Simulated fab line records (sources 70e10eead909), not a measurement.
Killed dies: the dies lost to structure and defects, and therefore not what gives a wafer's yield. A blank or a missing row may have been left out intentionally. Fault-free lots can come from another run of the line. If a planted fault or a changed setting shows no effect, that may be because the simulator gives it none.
What tool caused it? -- flow nandHarc -- 12 lots, 36 wafers sampled, at 1 step of a route of 1159

== WHAT THE GAUGES READ, wafer by wafer ==
NHARC_A_CONTACT_CD_MEAS_80.
lot,measured,on,cdNm (nm)
L077,day 17 01:29,cdSem-01,189.5 188.9 189.6
L079,day 17 08:01,cdSem-03,190.6 190.0 190.1
L078,day 17 13:27,cdSem-03,189.3 189.4 189.3
L081,day 18 19:13,cdSem-02,189.7 190.0 190.2
L082,day 19 04:18,cdSem-01,189.7 190.1 189.6
L085,day 19 10:33,cdSem-02,190.8 191.0 190.6
L086,day 20 04:10,cdSem-01,190.0 190.1 190.0
L091,day 20 18:10,cdSem-03,190.4 190.6 190.9
L088,day 21 06:17,cdSem-02,187.8 187.4 187.6
L090,day 21 11:14,cdSem-03,189.0 189.0 189.1
L095,day 22 01:05,cdSem-03,189.7 189.3 190.1
L097,day 22 18:10,cdSem-03,189.0 189.0 189.6

== WHICH TOOL RAN EACH LOT (tool, then ch and the chambers of the sampled wafers, then the start) ==
There is no process step in the record ahead of these readings.

== THE ANSWER, worked out from the rows above alone ==
Rule: usual is defined by the lots themselves. The widest of any qualifying gaps counts: lots, ordered by their means at a reading, are off when they make up no more than a third of the lots, leave a main group of 4 or more, and stand apart from it by 3 or more times the standard deviation of that group's means. The tables above print the reading to a certain number of digits; a main group whose means all agree to those digits is not used. Also off: a lot with no number at a reading for which 4 or more lots have one. All remaining lots with rows at the step are treated as sound.
No lot is off at any reading shown: from this, nothing can be told.

== WHAT THE SIMULATOR HAD PUT IN ==
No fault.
